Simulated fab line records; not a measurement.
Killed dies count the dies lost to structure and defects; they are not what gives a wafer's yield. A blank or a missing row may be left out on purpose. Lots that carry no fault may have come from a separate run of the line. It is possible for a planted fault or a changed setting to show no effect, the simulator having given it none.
Comparing a struck lot with a sound one | flow nand_harc | 14 out of 1159 route steps
Sound: the wafers L272.2, L272.3, L272.4. Struck: wafers L284.3, L284.5. (L284.6 of the same lot was not struck and is left out.) The cause comes at the end.
Each step with rows lists, per side, the tool, then ch with its chambers, then its first start. Under that, the readings that differ: sound wafers | struck wafers | difference of the means | sigmas: that difference in standard deviations of wafers without a fault.
alike: same words and numbers on both sides, and readings whose means sit less than 2 such deviations apart. not compared: any withheld reading, any reading some wafer has no value for, any bound like >300 that may hide the same value, and any number with overlapping values for which the record gives no deviation.
Wherever a step has rows on one side only, a row that says differs or no value, or a row with sigmas, the two part there. Numbers that don't overlap but have no deviation are shown without sigmas and don't part them. Lack of a reading on every wafer of one side parts them only where that side has two or more wafers.

first, 1 step without rows for these wafers: NHARC_A_M0_DEVELOP_08 (develop time 35 s).
NHARC_A_M0_CD_MEAS_09: the cd target is 80 nm.
  sound on cd_sem-01 ch 0, day 19 14:05; struck on cd_sem-01 ch 0, day 22 05:28
  alike: cd_nm
NHARC_A_M0_OVL_MEAS_10: pitch 160 nm.
  sound on overlay-02 at day 19 14:11; struck on overlay-02 at day 22 05:32
  reading           | sound          | struck    | difference | sigmas
  overlay_x_nm (nm) | -1.4 -1.1 -1.1 | 1.2 1.2   | +2.4       | +3
  overlay_y_nm (nm) | 1.9 2.2 2.6    | -0.5 -0.7 | -2.8       | -3
NHARC_A_M0_INSPECT_11:
  sound on defect_inspect-02 at day 19 14:13; struck on defect_inspect-01 at day 22 05:35
  reading          | sound    | struck | difference | sigmas
  raw_defect_count | 50 37 41 | 15 10  | -30        | -2
NHARC_A_M0_DESCUM_14: chemistry O2, time 3 s.
  sound on rie_diel-11 ch 0,1,2, day 19 14:17; struck on rie_diel-11 ch 0,3, day 22 05:40
  reading                | sound                | struck        | difference | sigmas
  throttle_valve_pct (%) | 11.308 11.323 11.323 | 11.301 11.294 | -0.021     | -2
  alike: drypump_motor_current_A, mfc_ar_sccm, o2_flow_sccm, oes_product_au, rf_vpp_V, showerhead_plenum_p_Torr
  not compared: rf_hours_counter_h
NHARC_A_M0_ETCH_34: etches the open film in N2/H2, target depth 40 nm, overetch 12 nm, time 43.94 s.
  sound on rie_diel-11 ch 0,1,3, day 19 14:22; struck on rie_diel-11 ch 0,3, day 22 05:44
  reading               | sound             | struck      | difference | sigmas
  oes_product_au (a.u.) | 1.010 0.996 1.009 | 0.998 0.982 | -0.015     | -2
  alike: bias_w, drypump_motor_current_A, mfc_ar_sccm, n2_flow_sccm, rf_vpp_V, showerhead_plenum_p_Torr, throttle_valve_pct
  not compared: rf_hours_counter_h
NHARC_A_M0_ETCH_15: etches the open film in C4F8/Ar, target depth 150 nm, overetch 15 nm, time 82.5 s.
  sound on rie_diel-11 ch 0,1,3; struck on rie_diel-11 ch 0,3
  alike: bias_w, oes_product_au, rf_vpp_V
  not compared: rf_hours_counter_h
NHARC_A_M0_CD_MEAS_16:
  sound on cd_sem-02 at day 19 14:35; struck on cd_sem-03 at day 22 05:56
  alike: cd_nm
NHARC_A_M0_STRIP_18: strips in N2/H2.
  sound on rie_diel-07 ch 0,2,3, day 19 14:40; struck on rie_diel-07 ch 0,3, day 22 06:05
  reading             | sound             | struck      | difference | sigmas
  n2_flow_sccm (sccm) | 149.8 149.2 149.5 | 150.7 150.9 | +1.3       | +3
  alike: drypump_motor_current_A, mfc_ar_sccm, oes_product_au, rf_vpp_V, showerhead_plenum_p_Torr, throttle_valve_pct
  not compared: rf_hours_counter_h
then, 2 steps without rows for these wafers: NHARC_A_M0_STRIP_19 (strips in post etch residue remover, time 600 s); NHARC_A_M0_DEGAS_28 (time 60 s).
NHARC_A_M0_PRE_CLEAN_29: time 30 s.
  sound on pvd_sputter-01; struck on pvd_sputter-01
  alike: heater_power_w
NHARC_A_M0_PVD_20: deposits TaN, target thk 5 nm, time 8.06 s.
  sound on pvd_sputter-01 at day 19 15:20; struck on pvd_sputter-01 at day 22 06:43
  reading    | sound          | struck        | difference | sigmas
  time_s (s) | 8.06 8.06 8.06 | 6.4847 6.4847 | -1.5753    |
  alike: throttle_valve_pct
then, 1 step without rows for these wafers: NHARC_A_M0_PVD_21 (deposits Cu, target thk 30 nm, time 20.49 s).

WHERE THEY PART
Last at NHARC_A_M0_STRIP_18 as far as this record goes, first at NHARC_A_M0_OVL_MEAS_10. Later steps at which nothing parts them and some readings are alike: NHARC_A_M0_PRE_CLEAN_29, NHARC_A_M0_PVD_20.

WHY: what the simulator had put in
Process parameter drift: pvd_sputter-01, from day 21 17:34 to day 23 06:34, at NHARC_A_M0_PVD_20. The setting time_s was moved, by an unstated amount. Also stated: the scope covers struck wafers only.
